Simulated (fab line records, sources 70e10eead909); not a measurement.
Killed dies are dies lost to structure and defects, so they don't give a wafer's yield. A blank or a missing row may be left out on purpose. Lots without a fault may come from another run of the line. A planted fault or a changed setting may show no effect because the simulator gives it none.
Chamber matching | flow nand_harc | NHARC_A_M0_DESCUM_14 on rie_diel-12: 4 sister chambers
The step chemistry O2, time 3 s. 18 wafers are shown with their chamber, then 9 later ones without.

WAFERS WITH THEIR CHAMBER
wafer  | chamber | showerhead_plenum_p_Torr (Torr) | drypump_motor_current_A (A) | rf_vpp_V (V)
L077.1 | 1       | 1.99                            | 6.2                         | 57.8
L077.3 | 0       | 2.06                            | 6.4                         | 60.4
L077.5 | 1       | 1.99                            | 6.1                         | 57.0
L076.1 | 1       | 1.99                            | 6.1                         | 57.9
L076.3 | 2       | 2.06                            | 5.4                         | 58.0
L076.6 | 0       | 2.06                            | 6.4                         | 58.2
L080.2 | 2       | 2.06                            | 5.4                         | 57.6
L080.5 | 0       | 2.06                            | 6.4                         | 58.2
L080.6 | 1       | 1.98                            | 6.2                         | 58.0
L083.3 | 0       | 2.05                            | 6.4                         | 57.2
L083.4 | 2       | 2.06                            | 5.4                         | 59.6
L083.5 | 2       | 2.06                            | 5.4                         | 59.1
L087.2 | 0       | 2.05                            | 6.4                         | 59.3
L087.3 | 1       | 1.98                            | 6.1                         | 56.9
L087.4 | 2       | 2.06                            | 5.4                         | 58.3
L091.2 | 3       | 1.78                            | 6.0                         | 55.9
L091.3 | 0       | 2.05                            | 6.4                         | 58.9
L091.4 | 1       | 1.98                            | 6.1                         | 57.7

SIGNATURES (means of the wafers above)
reading                  | chamber 0 | chamber 1 | chamber 2 | chamber 3 | scatter within a chamber
showerhead_plenum_p_Torr | 2.0550    | 1.9850    | 2.0600    | 1.7800    | 0.00463
drypump_motor_current_A  | 6.400     | 6.133     | 5.400     | 6.000     | 0.0309
rf_vpp_V                 | 58.700    | 57.550    | 58.520    | 55.900    | 0.838
Rule: a wafer's distance from a chamber is the root of the sum, over the readings, of the square of ((its reading less the chamber's mean) divided by the reading's scatter). The wafer belongs to the nearest chamber; if the next one is less than 2 further off, it can't be placed. The scatter: the root of (the sum of the squares of (reading less its chamber's mean) over the shown wafers, divided by (wafers less chambers)).

WAFERS WITHOUT THEIR CHAMBER
wafer  | showerhead_plenum_p_Torr (Torr) | drypump_motor_current_A (A) | rf_vpp_V (V)
L090.1 | 1.98                            | 6.1                         | 57.1
L090.3 | 1.78                            | 6.0                         | 57.5
L090.4 | 2.06                            | 5.4                         | 57.6
L092.1 | 2.06                            | 5.4                         | 57.6
L092.2 | 1.78                            | 5.9                         | 57.8
L092.5 | 2.05                            | 6.4                         | 58.6
L096.1 | 1.78                            | 6.0                         | 57.8
L096.3 | 1.98                            | 6.1                         | 57.9
L096.5 | 1.78                            | 6.0                         | 55.4

WHICH CHAMBER EACH WENT THROUGH
wafer  | from the rows above | in truth
L090.1 | 1                   | 1
L090.3 | 3                   | 3
L090.4 | 2                   | 2
L092.1 | 2                   | 2
L092.2 | 3                   | 3
L092.5 | 0                   | 0
L096.1 | 3                   | 3
L096.3 | 1                   | 1
L096.5 | 3                   | 3
Placed correctly: 9 of 9. Can't be placed from these rows: 0. Placed wrongly: 0.
